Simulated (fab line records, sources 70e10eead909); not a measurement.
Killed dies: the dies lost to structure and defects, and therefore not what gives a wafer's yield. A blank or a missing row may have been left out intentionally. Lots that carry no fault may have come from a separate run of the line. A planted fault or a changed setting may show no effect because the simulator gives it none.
Which tool is to blame? | flow nand_harc | 12 lots with 36 wafers sampled at 5 steps, on a route of 1159 steps

## WHAT THE GAUGES SHOWED, per wafer
NHARC_A_SGD_CUT_OVL_MEAS_10.
lot  | measured     | on         | overlay_x_nm (nm)
L075 | day 14 11:58 | overlay-02 | -0.8 -0.3 -1.5
L078 | day 14 14:25 | overlay-01 | 0.2 0.5 0.7
L079 | day 14 12:06 | overlay-02 | -0.9 -1.3 -1.0
L082 | day 16 05:29 | overlay-02 | 0.2 0.1 0.4
L084 | day 16 03:58 | overlay-02 | 1.1 1.1 0.9
L088 | day 16 18:08 | overlay-01 | 1.9 1.4 1.7
L085 | day 16 16:49 | overlay-01 | 0.0 -0.2 -0.3
L089 | day 17 09:51 | overlay-01 | -0.8 -0.8 -1.0
L091 | day 18 02:32 | overlay-02 | 0.6 1.0 0.7
L093 | day 20 16:46 | overlay-02 | 0.0 0.5 -0.1
L096 | day 20 16:06 | overlay-02 | -0.5 -0.8 -1.1
L097 | day 20 14:48 | overlay-02 | 0.4 1.1 0.9

## TOOL THAT RAN EACH LOT (tool first, then ch and the chambers of the sampled wafers, then the start)
lot  | NHARC_A_STAIRCASE_ETCHBACK_416                | NHARC_A_STAIRCASE_ETCH_444         | NHARC_A_STAIRCASE_CMP_152     | NHARC_A_STAIRCASE_CMP_472
L075 | rie_diel-09 ch 1,2,3, day 14 05:53 or earlier | rie_diel-11 ch 1,2, day 14 05:53   | cmp-03 ch 1,2, day 14 09:02   | cmp-03 ch 1,3, day 14 10:38
L078 | rie_diel-11 ch 1,2, day 14 08:54 or earlier   | rie_diel-11 ch 1,3, day 14 08:54   | cmp-04 ch 0,1, day 14 11:49   | cmp-03 ch 1,2,3, day 14 13:13
L079 | rie_diel-13 ch 0,3, day 14 06:27 or earlier   | rie_diel-13 ch 0,2,3, day 14 06:27 | cmp-04 ch 2,3, day 14 09:10   | cmp-02 ch 0,3, day 14 10:45
L082 | rie_diel-11 ch 0,1,2, day 15 23:21 or earlier | rie_diel-09 ch 1,2,3, day 15 23:21 | cmp-02 ch 1,2, day 16 02:57   | cmp-02 ch 0,1,3, day 16 04:26
L084 | rie_diel-13 ch 1,2, day 15 21:20 or earlier   | rie_diel-09 ch 1,2,3, day 15 21:20 | cmp-03 ch 1,2, day 16 00:56   | cmp-03 ch 1,2,3, day 16 02:47
L088 | rie_diel-09 ch 0,1,3, day 16 13:05 or earlier | rie_diel-13 ch 0,2,3, day 16 13:05 | cmp-03 ch 0,1,2, day 16 15:32 | cmp-03 ch 1,2, day 16 16:55
L085 | rie_diel-09 ch 0,3, day 16 11:32 or earlier   | rie_diel-09 ch 0,1,2, day 16 11:32 | cmp-03 ch 0,3, day 16 14:12   | cmp-02 ch 1,2, day 16 15:35
L089 | rie_diel-09 ch 1,2,3, day 17 04:01 or earlier | rie_diel-11 ch 0,1,3, day 17 04:01 | cmp-03 ch 0,1,2, day 17 07:12 | cmp-03 ch 0,2,3, day 17 08:36
L091 | rie_diel-09 ch 0,2,3, day 17 21:02 or earlier | rie_diel-09 ch 0,1,2, day 17 21:02 | cmp-04 ch 0,2,3, day 17 23:56 | cmp-02 ch 1,2,3, day 18 01:19
L093 | rie_diel-11 ch 0,1, day 20 10:32 or earlier   | rie_diel-13 ch 2,3, day 20 10:32   | cmp-03 ch 0,3, day 20 14:09   | cmp-03 ch 0,1,2, day 20 15:34
L096 | rie_diel-11 ch 1,2,3, day 20 10:19 or earlier | rie_diel-11 ch 2,3, day 20 10:19   | cmp-02 ch 0,3, day 20 13:27   | cmp-03 ch 0,1,2, day 20 14:55
L097 | rie_diel-09 ch 0,1,2, day 20 08:53 or earlier | rie_diel-11 ch 0,2, day 20 08:53   | cmp-02 ch 0,2,3, day 20 12:02 | cmp-03 ch 0,1,2, day 20 13:34
- NHARC_A_STAIRCASE_ETCHBACK_416: etches the open film in C4F8/O2/Ar, target depth 36 nm, time 7.2 s.
- NHARC_A_STAIRCASE_ETCH_444: etches the open film in C4F8/O2, target depth 10200 nm, time 3400 s.
- NHARC_A_STAIRCASE_CMP_152: polishes.
- NHARC_A_STAIRCASE_CMP_472: polishes SiO2.

## THE ANSWER, worked out from the rows above alone
Rule: usual is defined by the lots themselves. Put in order of their means at a reading, lots are off if they are a third of the lots or fewer, leave a main group of 4 or more, and stand apart from it by a gap of 3 or more times the standard deviation of the main group's means; of several such gaps the widest counts. The tables above print the reading to a certain number of digits; a main group whose means all agree to those digits is not used. Also off: a lot with no number at a reading for which 4 or more lots have one. Any other lot the step has rows for is counted as sound.
No lot is off on any of the readings shown, so nothing can be concluded from this.

## WHAT THE SIMULATOR PUT IN
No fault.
